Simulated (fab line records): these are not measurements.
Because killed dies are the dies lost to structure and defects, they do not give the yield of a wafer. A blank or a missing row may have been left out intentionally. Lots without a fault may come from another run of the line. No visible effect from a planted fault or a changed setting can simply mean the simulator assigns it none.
Matching of chambers / flow n5Finfet / rieDiel-06 running N5_MOL_CONTACT_COAG_ETCH_48: 4 sister chambers
The step etches SiOC in C4F6/O2, target depth 15 nm, overetch 4.5 nm, time 17 s. 8 wafers are shown with their chamber, then 11 later ones without.

WAFERS WITH THEIR CHAMBER
wafer=L080.6; chamber=1; rfVppV (V)=1577; showerheadPlenumPTorr (Torr)=3.03
wafer=L082.2; chamber=0; rfVppV (V)=1526; showerheadPlenumPTorr (Torr)=2.70
wafer=L084.2; chamber=3; rfVppV (V)=1662; showerheadPlenumPTorr (Torr)=2.80
wafer=L084.3; chamber=1; rfVppV (V)=1578; showerheadPlenumPTorr (Torr)=3.02
wafer=L087.1; chamber=3; rfVppV (V)=1663; showerheadPlenumPTorr (Torr)=2.80
wafer=L087.2; chamber=2; rfVppV (V)=1629; showerheadPlenumPTorr (Torr)=2.87
wafer=L087.3; chamber=0; rfVppV (V)=1525; showerheadPlenumPTorr (Torr)=2.70
wafer=L091.1; chamber=2; rfVppV (V)=1627; showerheadPlenumPTorr (Torr)=2.87

WAFERS WITH NO CHAMBER GIVEN
wafer=L091.3; rfVppV (V)=1576; showerheadPlenumPTorr (Torr)=3.02
wafer=L091.5; rfVppV (V)=1628; showerheadPlenumPTorr (Torr)=2.87
wafer=L093.1; rfVppV (V)=1575; showerheadPlenumPTorr (Torr)=3.02
wafer=L093.3; rfVppV (V)=1629; showerheadPlenumPTorr (Torr)=2.87
wafer=L093.4; rfVppV (V)=1663; showerheadPlenumPTorr (Torr)=2.80
wafer=L095.2; rfVppV (V)=1627; showerheadPlenumPTorr (Torr)=2.87
wafer=L095.5; rfVppV (V)=1661; showerheadPlenumPTorr (Torr)=2.79
wafer=L095.6; rfVppV (V)=1524; showerheadPlenumPTorr (Torr)=2.69
wafer=L097.3; rfVppV (V)=1627; showerheadPlenumPTorr (Torr)=2.87
wafer=L097.5; rfVppV (V)=1523; showerheadPlenumPTorr (Torr)=2.69
wafer=L097.6; rfVppV (V)=1661; showerheadPlenumPTorr (Torr)=2.79

THE CHAMBER EACH PASSED THROUGH
wafer=L091.3; from the rows above=1; in truth=1
wafer=L091.5; from the rows above=2; in truth=2
wafer=L093.1; from the rows above=1; in truth=1
wafer=L093.3; from the rows above=2; in truth=2
wafer=L093.4; from the rows above=3; in truth=3
wafer=L095.2; from the rows above=2; in truth=2
wafer=L095.5; from the rows above=3; in truth=3
wafer=L095.6; from the rows above=0; in truth=0
wafer=L097.3; from the rows above=2; in truth=2
wafer=L097.5; from the rows above=0; in truth=0
wafer=L097.6; from the rows above=3; in truth=3
Correct placement for 11 of the 11. Number that these rows cannot place: 0. Placed wrongly: 0.
How it was worked out, from the rows above alone: a wafer's distance from a chamber is the root of the sum, over the readings, of the square of ((its reading less the chamber's mean) divided by the reading's scatter). If the next closest chamber is less than 2 further off than the closest, the wafer can't be placed; otherwise it belongs to the closest. A chamber's mean is the mean of its shown wafers. The scatter is the square root of a quotient: the sum, over the shown wafers, of each reading's squared deviation from its chamber's mean, divided by wafers minus chambers.
